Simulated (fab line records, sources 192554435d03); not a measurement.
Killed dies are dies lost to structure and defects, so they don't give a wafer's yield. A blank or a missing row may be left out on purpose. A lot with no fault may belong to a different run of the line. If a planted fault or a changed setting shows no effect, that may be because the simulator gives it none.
Which tool was responsible? | flow n5 finfet | 9 lots, 27 wafers sampled, at 5 steps of a route of 1938

== WHAT THE GAUGES READ, wafer by wafer ==
N5_BEOL_M4_CD_MEAS_35: target cd 18 nm, target cd y 22.4 nm. Usual: cd nm at 17.99 nm, with a standard deviation of 0.29.
lot  | measured     | on        | cd nm (nm)        | flag
L164 | day 7 21:28  | cd sem-03 | 17.64 17.70 17.19 |
L165 | day 7 21:39  | cd sem-01 | 17.91 17.65 17.54 |
L166 | day 8 15:26  | cd sem-02 | 18.24 17.87 18.14 |
L172 | day 10 10:47 | cd sem-01 | 18.32 18.17 18.34 |
L175 | day 11 15:54 | cd sem-02 | 17.85 17.78 17.64 |
L179 | day 11 19:02 | cd sem-01 | 18.10 18.36 17.90 |
L178 | day 11 21:35 | cd sem-03 | 17.96 18.39 17.89 |
L181 | day 12 16:56 | cd sem-01 | 18.46 17.85 17.44 |
L186 | day 14 06:19 | cd sem-03 | 18.07 17.81 17.97 |

N5_BEOL_M4_RC_MEAS_101. Usual: DIBL_N 36.1 mV/V, standard deviation 1.3; DIBL_P 36.1 mV/V, standard deviation 1.7; IOFF_N 0.154 nA/um, standard deviation 0.022; IOFF_P 0.201 nA/um, standard deviation 0.024; ION_N 675 uA/um, standard deviation 8.9; ION_P 462 uA/um, standard deviation 5.9; SS_N 71.5 mV/dec, standard deviation 0.49; SS_P 73.3 mV/dec, standard deviation 0.58; VT_N 250.0 mV, standard deviation 2.7; VT_P -251.3 mV, standard deviation 2.7.
lot  | measured     | on        | DIBL_N (mV/V)  | DIBL_P (mV/V)  | IOFF_N (nA/um)    | IOFF_P (nA/um)    | ION_N (uA/um) | ION_P (uA/um) | SS_N (mV/dec)  | SS_P (mV/dec)  | VT_N (mV)         | VT_P (mV)            | flag
L164 | day 8 02:04  | prober-02 | 34.0 33.7 33.8 | 33.8 33.7 33.5 | 0.133 0.128 0.129 | 0.171 0.170 0.167 | 662 672 662   | 449 464 456   | 71.7 71.9 71.2 | 72.9 73.1 72.6 | 250.9 254.0 252.7 | -255.2 -254.0 -255.0 |
L165 | day 8 02:34  | prober-01 | 36.8 36.0 37.6 | 37.7 36.4 38.3 | 0.168 0.146 0.165 | 0.185 0.172 0.184 | 678 662 676   | 452 452 448   | 72.2 71.3 72.1 | 73.7 73.7 73.5 | 250.7 251.7 250.3 | -254.7 -253.2 -254.9 |
L166 | day 8 21:16  | prober-02 | 37.6 38.4 35.2 | 37.2 38.5 34.9 | 0.164 0.181 0.134 | 0.216 0.235 0.184 | 681 684 681   | 468 468 466   | 71.6 72.1 71.5 | 73.5 73.9 73.4 | 250.3 248.3 252.3 | -249.2 -249.2 -253.5 |
L172 | day 10 15:41 | prober-02 | 35.2 35.0 36.8 | 34.1 35.0 36.7 | 0.136 0.151 0.176 | 0.174 0.192 0.218 | 662 672 679   | 452 460 462   | 71.4 71.7 71.6 | 72.9 73.4 74.1 | 253.5 252.1 247.8 | -250.5 -250.9 -250.6 |
L175 | day 11 19:35 | prober-01 | 36.0 37.1 36.7 | 34.7 35.7 35.4 | 0.144 0.161 0.161 | 0.203 0.215 0.209 | 673 672 679   | 466 463 466   | 70.5 71.2 71.0 | 72.4 73.2 73.3 | 249.2 249.9 249.1 | -247.3 -250.3 -251.8 |
L179 | day 11 22:54 | prober-01 | 36.7 37.5 35.5 | 38.5 40.4 37.5 | 0.165 0.185 0.140 | 0.205 0.235 0.195 | 672 682 654   | 457 459 449   | 72.0 71.9 71.7 | 73.8 74.1 73.5 | 250.8 251.0 254.2 | -254.0 -249.4 -251.7 |
L178 | day 12 03:42 | prober-02 | 36.6 36.5 36.6 | 36.4 36.1 36.7 | 0.151 0.146 0.154 | 0.210 0.202 0.210 | 669 671 680   | 463 459 464   | 71.4 71.2 71.6 | 73.1 73.2 72.8 | 252.1 249.7 247.6 | -252.0 -251.8 -253.2 |
L181 | day 12 20:43 | prober-02 | 36.0 36.6 34.9 | 36.7 36.9 35.4 | 0.141 0.141 0.122 | 0.183 0.189 0.162 | 668 667 659   | 455 456 453   | 70.9 71.6 70.7 | 73.6 73.5 72.5 | 250.3 252.9 253.9 | -252.3 -256.0 -256.0 |
L186 | day 14 10:37 | prober-01 | 35.0 35.0 35.9 | 35.5 36.1 36.4 | 0.129 0.136 0.141 | 0.156 0.168 0.169 | 667 678 677   | 456 460 462   | 71.1 71.8 72.3 | 73.3 72.9 73.3 | 251.5 249.9 250.5 | -255.6 -253.4 -256.6 |

== TOOL THAT RAN EACH LOT (tool first, then ch and the chambers of the sampled wafers, then the start) ==
lot  | N5_BEOL_M4_TRENCH_ETCH_37                     | N5_BEOL_M4_ETCH_41                            | N5_BEOL_M4_CVD_47
L164 | rie diel-02 ch 0,1,3, day 7 21:28 or earlier  | rie diel-02 ch 0,1,3, day 7 21:28 or earlier  | cvd co-01 ch 0,1, day 7 22:28
L165 | rie diel-01 ch 1,2, day 7 21:39 or earlier    | rie diel-01 ch 1,2, day 7 21:39 or earlier    | cvd co-01 ch 1,2, day 7 22:36
L166 | rie diel-02 ch 0,2, day 8 15:26 or earlier    | rie diel-02 ch 0,2, day 8 15:26 or earlier    | cvd co-02 ch 1,2, day 8 16:37
L172 | rie diel-06 ch 1,3, day 10 10:47 or earlier   | rie diel-06 ch 1,3, day 10 10:47 or earlier   | cvd co-02 ch 0,1,2, day 10 11:54
L175 | rie diel-01 ch 0,2,3, day 11 15:54 or earlier | rie diel-01 ch 0,2,3, day 11 15:54 or earlier | cvd co-01 ch 0,1,2, day 11 16:32
L179 | rie diel-02 ch 0,1,3, day 11 19:02 or earlier | rie diel-02 ch 0,1,3, day 11 19:02 or earlier | cvd co-01 ch 0,1,2, day 11 19:40
L178 | rie diel-01 ch 2,3, day 11 21:35 or earlier   | rie diel-01 ch 2,3, day 11 21:35 or earlier   | cvd co-02 ch 0,2, day 11 22:29
L181 | rie diel-01 ch 0,1,3, day 12 16:56 or earlier | rie diel-01 ch 0,1,3, day 12 16:56 or earlier | cvd co-02 ch 0,1,2, day 12 17:40
L186 | rie diel-02 ch 0,1, day 14 06:19 or earlier   | rie diel-02 ch 0,1, day 14 06:19 or earlier   | cvd co-02 ch 0,2, day 14 07:23
- N5_BEOL_M4_TRENCH_ETCH_37: etches SiOC in C4F6/O2, target depth 55.555 nm, time 29.2 s.
- N5_BEOL_M4_ETCH_41: etches SiCN in CH3F/O2, target depth 29.9 nm, time 52.5 s.
- N5_BEOL_M4_CVD_47: deposits Co from CCTBA/H2, target thk 3 nm, time 223.8 s.

== WHAT THE TOOLS THEMSELVES READ (means of the sampled wafers that have a number; where no wafer has one, the mark that the record gives instead) ==
N5_BEOL_M4_TRENCH_ETCH_37. Usual: drypump motor current A 5.7 A, standard deviation 0.35; oes product au 0.81 a.u., standard deviation 0.088; rf vpp V 664 V, standard deviation 4.6; showerhead plenum p Torr 2.83 Torr, standard deviation 0.091; throttle valve pct 20.71 %, standard deviation 0.14.
lot  | tool        | drypump motor current A (A) | oes product au (a.u.) | rf vpp V (V) | showerhead plenum p Torr (Torr) | throttle valve pct (%) | flag
L164 | rie diel-02 | 5.6                         | 0.79                  | 668          | 2.90                            | 20.66                  |
L165 | rie diel-01 | 5.6                         | 0.81                  | 668          | 2.80                            | 20.72                  |
L166 | rie diel-02 | 5.8                         | 0.82                  | 666          | 2.83                            | 20.59                  |
L172 | rie diel-06 | 5.8                         | 0.71                  | 662          | 2.78                            | 20.79                  |
L175 | rie diel-01 | 5.8                         | 0.88                  | 666          | 2.78                            | 20.65                  |
L179 | rie diel-02 | 5.6                         | 0.75                  | 667          | 2.89                            | 20.70                  |
L178 | rie diel-01 | 6.0                         | 0.85                  | 667          | 2.78                            | 20.57                  |
L181 | rie diel-01 | 5.7                         | 0.91                  | 667          | 2.79                            | 20.83                  |
L186 | rie diel-02 | 5.9                         | 0.73                  | 669          | 2.88                            | 20.67                  |

N5_BEOL_M4_ETCH_41. Usual: drypump motor current A 5.7 A, standard deviation 0.35; oes product au 0.81 a.u., standard deviation 0.087; rf vpp V 297.0 V, standard deviation 1.6; showerhead plenum p Torr 1.99 Torr, standard deviation 0.067; throttle valve pct 16.17 %, standard deviation 0.15.
lot  | tool        | drypump motor current A (A) | oes product au (a.u.) | rf vpp V (V) | showerhead plenum p Torr (Torr) | throttle valve pct (%) | flag
L164 | rie diel-02 | 5.6                         | 0.80                  | 298.0        | 2.04                            | 16.13                  |
L165 | rie diel-01 | 5.7                         | 0.82                  | 296.4        | 1.96                            | 16.17                  |
L166 | rie diel-02 | 5.8                         | 0.82                  | 297.1        | 1.99                            | 16.05                  |
L172 | rie diel-06 | 5.8                         | 0.71                  | 295.5        | 1.95                            | 16.31                  |
L175 | rie diel-01 | 5.7                         | 0.88                  | 296.8        | 1.95                            | 16.07                  |
L179 | rie diel-02 | 5.6                         | 0.76                  | 297.8        | 2.03                            | 16.18                  |
L178 | rie diel-01 | 6.0                         | 0.84                  | 296.3        | 1.95                            | 16.01                  |
L181 | rie diel-01 | 5.7                         | 0.91                  | 295.9        | 1.96                            | 16.23                  |
L186 | rie diel-02 | 5.9                         | 0.74                  | 297.9        | 2.02                            | 16.16                  |

N5_BEOL_M4_CVD_47. Usual: chamber pressure Torr 30.00 Torr, standard deviation 0.067; run length s 246.8 s, standard deviation 0.49.
lot  | tool      | chamber pressure Torr (Torr) | run length s (s) | flag
L164 | cvd co-01 | 30.09                        | 246.4            |
L165 | cvd co-01 | 30.02                        | 246.7            |
L166 | cvd co-02 | 29.98                        | 246.4            |
L172 | cvd co-02 | 29.95                        | 246.8            |
L175 | cvd co-01 | 29.99                        | 337.8            | OFF
L179 | cvd co-01 | 29.97                        | 292.4            | OFF
L178 | cvd co-02 | 29.95                        | 247.0            |
L181 | cvd co-02 | 30.06                        | 247.1            |
L186 | cvd co-02 | 30.00                        | 246.9            |

== THE ANSWER, worked out from the rows above alone ==
Rule: take the mean of a lot's wafers that have a number; if it is more than 3 standard deviations from the usual mean, the lot is off. Also off: a lot with no number at a reading for which 4 or more lots have one. Any other lot the step has rows for is counted as sound. After the gauges, taken in route order, come the tools' own readings; for these a lot's mean is taken, as printed above. The first step at which some lot is off is used, and at that step the reading that is off furthest; a lot without a number counts as furthest.
Off: L175, L179 (N5_BEOL_M4_CVD_47, run length s).
A tool fits if, at that step or a process step before it, it ran every lot that is off, and no sound lot after the first of them. Because N5_BEOL_M4_TRENCH_ETCH_37 lacks a start for some lots, the hours and order of its lots are taken from N5_BEOL_M4_CD_MEAS_35. Because N5_BEOL_M4_ETCH_41 lacks a start for some lots, the hours and order of its lots are taken from N5_BEOL_M4_CD_MEAS_35. One fits: N5_BEOL_M4_CVD_47 on cvd co-01. Its last sound lot is L165 (day 7 22:36), its first lot that is off L175 (day 11 16:32): a fault that began between those two fits.
On the lots that are off, the tool's own readings at N5_BEOL_M4_CVD_47 differ by more than 5 times the standard deviation of the sound lots' means, which bears it out; run length s reads 315.1 s there versus 246.8 s on the sound lots.

== WHAT HAD BEEN PUT IN BY THE SIMULATOR ==
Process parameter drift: cvd co-01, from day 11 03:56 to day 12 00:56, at N5_BEOL_M4_CVD_47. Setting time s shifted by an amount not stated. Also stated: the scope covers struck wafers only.
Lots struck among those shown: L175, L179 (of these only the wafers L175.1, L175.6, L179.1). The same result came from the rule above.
